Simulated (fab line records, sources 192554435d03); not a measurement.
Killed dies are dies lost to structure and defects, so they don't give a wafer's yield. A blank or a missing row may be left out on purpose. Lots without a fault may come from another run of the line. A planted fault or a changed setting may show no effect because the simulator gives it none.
Which tool did it? | flow n5_finfet | 9 lots, 27 wafers sampled, at 5 steps of a route of 1938

WHAT THE GAUGES READ, wafer by wafer
N5_BEOL_M4_RC_MEAS_101. Usual: DIBL_N 36.4 mV/V, standard deviation 1.7; DIBL_P 36.4 mV/V, standard deviation 2.1; IOFF_N 0.16 nA/um, standard deviation 0.035; IOFF_P 0.21 nA/um, standard deviation 0.035; ION_N 680 uA/um, standard deviation 11; ION_P 465 uA/um, standard deviation 6.8; SS_N 71.5 mV/dec, standard deviation 0.58; SS_P 73.2 mV/dec, standard deviation 0.72; VT_N 249 mV, standard deviation 3.6; VT_P -250 mV, standard deviation 3.1.
lot  | measured     | on        | DIBL_N (mV/V)  | DIBL_P (mV/V)  | IOFF_N (nA/um) | IOFF_P (nA/um) | ION_N (uA/um) | ION_P (uA/um) | SS_N (mV/dec)  | SS_P (mV/dec)  | VT_N (mV)   | VT_P (mV)      | flag
L147 | day 8 13:37  | prober-01 | 36.0 35.2 37.9 | 37.7 36.5 39.5 | 0.17 0.16 0.22 | 0.24 0.22 0.28 | 685 686 693   | 469 471 476   | 71.2 71.3 72.1 | 73.6 73.5 74.4 | 248 249 247 | -250 -250 -246 |
L148 | day 8 23:29  | prober-01 | 35.5 36.5 34.6 | 36.7 37.4 35.5 | 0.17 0.20 0.16 | 0.22 0.23 0.19 | 701 691 686   | 472 463 464   | 71.6 71.4 71.5 | 73.9 73.5 73.5 | 246 246 250 | -246 -246 -251 |
L149 | day 9 21:58  | prober-02 | 35.7 34.6 36.0 | 37.8 35.9 37.8 | 0.17 0.14 0.19 | 0.19 0.17 0.20 | 678 662 683   | 457 451 459   | 71.7 71.5 71.9 | 73.8 73.2 74.4 | 250 252 246 | -254 -256 -252 |
L153 | day 9 23:12  | prober-02 | 34.2 34.8 37.7 | 34.4 34.9 37.7 | 0.13 0.14 0.18 | 0.18 0.18 0.22 | 689 678 695   | 466 464 468   | 70.7 72.1 71.9 | 72.2 72.0 72.7 | 251 250 248 | -254 -253 -252 |
L159 | day 11 16:40 | prober-01 | 34.4 36.8 37.4 | 34.9 37.8 38.2 | 0.12 0.15 0.16 | 0.16 0.20 0.20 | 665 668 682   | 453 456 465   | 69.9 71.1 71.3 | 72.7 73.4 73.6 | 255 254 253 | -258 -252 -254 |
L163 | day 12 14:55 | prober-02 | 34.0 37.2 35.8 | 33.9 36.5 35.5 | 0.12 0.16 0.14 | 0.15 0.19 0.18 | 664 674 676   | 457 458 464   | 71.4 71.8 70.8 | 72.0 72.7 72.2 | 256 250 252 | -253 -252 -255 |
L164 | day 13 08:45 | prober-01 | 36.3 38.7 38.8 | 34.1 36.9 36.5 | 0.15 0.20 0.21 | 0.21 0.25 0.24 | 680 689 686   | 469 472 465   | 71.4 72.1 71.3 | 73.1 73.9 73.6 | 249 247 247 | -249 -248 -248 |
L165 | day 13 14:23 | prober-01 | 36.7 35.4 35.4 | 38.0 35.9 36.5 | 0.19 0.17 0.18 | 0.23 0.19 0.19 | 681 684 690   | 460 460 466   | 71.7 71.5 71.6 | 73.4 73.1 73.5 | 245 246 248 | -249 -253 -254 |
L166 | day 13 05:23 | prober-02 | 39.5 37.7 41.5 | 40.4 37.7 42.8 | 0.24 0.19 0.31 | 0.28 0.23 0.32 | 686 702 717   | 463 471 480   | 73.2 71.0 72.9 | 74.5 73.2 75.0 | 243 243 239 | -247 -249 -245 |

WHICH TOOL RAN EACH LOT (tool, then ch and the chambers of the sampled wafers, then the start)
lot  | N5_HKMG_FIN_STRIP_34              | N5_HKMG_FIN_NWFM_ALD_20            | N5_HKMG_FIN_ALD_71                 | N5_HKMG_FIN_ETCH_67
L147 | rie_diel-01 ch 0,1, day 4 16:44   | ald_metal-02 ch 1,2,3, day 4 18:24 | ald_metal-02 ch 1,2,3, day 4 18:30 | rie_diel-01 ch 0,2, day 4 18:50
L148 | rie_diel-04 ch 0,1,3, day 4 22:52 | ald_metal-02 ch 1,2,3, day 5 00:40 | ald_metal-02 ch 1,2,3, day 5 00:46 | rie_diel-01 ch 2,3, day 5 01:06
L149 | rie_diel-01 ch 0,2,3, day 5 09:01 | ald_metal-02 ch 0,3, day 5 10:43   | ald_metal-02 ch 0,3, day 5 10:49   | rie_diel-02 ch 0,2,3, day 5 11:11
L153 | rie_diel-01 ch 0,3, day 6 03:25   | ald_metal-02 ch 1,2, day 6 05:05   | ald_metal-02 ch 1,2, day 6 05:11   | rie_diel-02 ch 0,2,3, day 6 05:31
L159 | rie_diel-02 ch 2,3, day 7 16:28   | ald_metal-03 ch 0,3, day 7 18:08   | ald_metal-03 ch 0,3, day 7 18:14   | rie_diel-02 ch 0,1,2, day 7 18:34
L163 | rie_diel-04 ch 1,2,3, day 8 14:17 | ald_metal-02 ch 0,1,3, day 8 15:57 | ald_metal-02 ch 0,1,3, day 8 16:02 | rie_diel-04 ch 1,2,3, day 8 16:23
L164 | rie_diel-01 ch 0,2,3, day 8 20:58 | ald_metal-02 ch 1,2, day 8 22:38   | ald_metal-02 ch 1,2, day 8 22:44   | rie_diel-04 ch 1,3, day 8 23:14
L165 | rie_diel-02 ch 1,2,3, day 9 02:35 | ald_metal-02 ch 0,1,3, day 9 04:21 | ald_metal-02 ch 0,1,3, day 9 04:27 | rie_diel-01 ch 1,2, day 9 04:47
L166 | rie_diel-01 ch 2,3, day 9 13:41   | ald_metal-02 ch 0,1,3, day 9 15:21 | ald_metal-02 ch 0,1,3, day 9 15:27 | rie_diel-01 ch 0,1,3, day 9 15:47
- N5_HKMG_FIN_STRIP_34: strips in CF4.
- N5_HKMG_FIN_NWFM_ALD_20: deposits TiAlC, target thk 2 nm, pulse time 3 s, purge time 2 s.
- N5_HKMG_FIN_ALD_71: deposits TiN, target thk 1 nm, pulse time 1 s, purge time 3 s.
- N5_HKMG_FIN_ETCH_67: etches SOC in N2/H2, stops on TiN, target depth 388.9 nm.

WHAT THE TOOLS THEMSELVES READ (means of the sampled wafers that have a number; where no wafer has one, the mark that the record gives instead)
N5_HKMG_FIN_STRIP_34. Usual: drypump_motor_current_A 5.8 A, standard deviation 0.55; oes_product_au 0.77 a.u., standard deviation 0.063; rf_vpp_V 270.8 V, standard deviation 1.3; showerhead_plenum_p_Torr 1.78 Torr, standard deviation 0.047; throttle_valve_pct 13.7 %, standard deviation 0.31.
lot  | tool        | drypump_motor_current_A (A) | oes_product_au (a.u.) | rf_vpp_V (V) | showerhead_plenum_p_Torr (Torr) | throttle_valve_pct (%) | flag
L147 | rie_diel-01 | 5.4                         | 0.90                  | 271.5        | 1.82                            | 13.4                   |
L148 | rie_diel-04 | 6.1                         | 0.74                  | 269.8        | 1.74                            | 13.9                   |
L149 | rie_diel-01 | 5.5                         | 0.85                  | 271.1        | 1.79                            | 13.3                   |
L153 | rie_diel-01 | 5.9                         | 0.85                  | 272.1        | 1.82                            | 13.2                   |
L159 | rie_diel-02 | 5.3                         | 0.73                  | 272.1        | 1.82                            | 13.9                   |
L163 | rie_diel-04 | 5.8                         | 0.77                  | 270.7        | 1.75                            | 13.7                   |
L164 | rie_diel-01 | 5.5                         | 0.81                  | 270.3        | 1.79                            | 13.4                   |
L165 | rie_diel-02 | 5.8                         | 0.72                  | 272.6        | 1.81                            | 13.8                   |
L166 | rie_diel-01 | 5.9                         | 0.79                  | 270.0        | 1.79                            | 13.3                   |

N5_HKMG_FIN_NWFM_ALD_20. Usual: heater_power_w 466 W, standard deviation 45; precursor_pulse_height_rel 1.000, standard deviation 0.02.
lot  | tool         | heater_power_w (W) | precursor_pulse_height_rel | flag
L147 | ald_metal-02 | 468                | 0.995                      |
L148 | ald_metal-02 | 474                | 1.007                      |
L149 | ald_metal-02 | 501                | 0.995                      |
L153 | ald_metal-02 | 471                | 1.005                      |
L159 | ald_metal-03 | 444                | 1.008                      |
L163 | ald_metal-02 | 499                | 0.998                      |
L164 | ald_metal-02 | 472                | 1.016                      |
L165 | ald_metal-02 | 497                | 0.998                      |
L166 | ald_metal-02 | 488                | 0.987                      |

N5_HKMG_FIN_ALD_71. Usual: heater_power_w 833 W, standard deviation 83; precursor_pulse_height_rel 1.002, standard deviation 0.02.
lot  | tool         | heater_power_w (W) | precursor_pulse_height_rel | flag
L147 | ald_metal-02 | 843                | 0.986                      |
L148 | ald_metal-02 | 847                | 1.005                      |
L149 | ald_metal-02 | 890                | 1.013                      |
L153 | ald_metal-02 | 841                | 0.995                      |
L159 | ald_metal-03 | 789                | 0.997                      |
L163 | ald_metal-02 | 883                | 0.997                      |
L164 | ald_metal-02 | 843                | 1.019                      |
L165 | ald_metal-02 | 898                | 1.012                      |
L166 | ald_metal-02 | 895                | 0.985                      |

N5_HKMG_FIN_ETCH_67. Usual: drypump_motor_current_A 5.8 A, standard deviation 0.56; oes_product_au 0.76 a.u., standard deviation 0.054; rf_vpp_V 240.7 V, standard deviation 1.3; showerhead_plenum_p_Torr 2.54 Torr, standard deviation 0.073; throttle_valve_pct 17.93 %, standard deviation 0.3.
lot  | tool        | drypump_motor_current_A (A) | oes_product_au (a.u.) | rf_vpp_V (V) | showerhead_plenum_p_Torr (Torr) | throttle_valve_pct (%) | flag
L147 | rie_diel-01 | 5.2                         | 0.88                  | 240.1        | 2.54                            | 17.55                  |
L148 | rie_diel-01 | 5.5                         | 0.82                  | 240.3        | 2.52                            | 17.61                  |
L149 | rie_diel-02 | 5.5                         | 0.74                  | 242.2        | 2.61                            | 18.06                  |
L153 | rie_diel-02 | 5.5                         | 0.74                  | 241.9        | 2.60                            | 18.06                  |
L159 | rie_diel-02 | 6.0                         | 0.72                  | 241.6        | 2.60                            | 18.03                  |
L163 | rie_diel-04 | 5.8                         | 0.77                  | 240.7        | 2.48                            | 17.97                  |
L164 | rie_diel-04 | 5.8                         | 0.72                  | 239.9        | 2.49                            | 18.23                  |
L165 | rie_diel-01 | 5.3                         | 0.78                  | 239.7        | 2.50                            | 17.71                  |
L166 | rie_diel-01 | 5.7                         | 0.80                  | 241.6        | 2.57                            | 17.54                  |

THE ANSWER, worked out from the rows above alone
Rule: a lot is off if the mean of its wafers that have a number lies more than 3 standard deviations from the usual mean. A lot without any number at a reading at which 4 lots or more have one is off too. The other lots that the step has rows for count as sound. The gauges are gone through in route order, then the tools' own readings, and for those a lot's mean is taken as printed above. The first step at which some lot is off is used, and at that step the reading that is off furthest; a lot without a number counts as furthest.
No lot is off at any reading shown: from this, nothing can be told.

WHAT THE SIMULATOR HAD PUT IN
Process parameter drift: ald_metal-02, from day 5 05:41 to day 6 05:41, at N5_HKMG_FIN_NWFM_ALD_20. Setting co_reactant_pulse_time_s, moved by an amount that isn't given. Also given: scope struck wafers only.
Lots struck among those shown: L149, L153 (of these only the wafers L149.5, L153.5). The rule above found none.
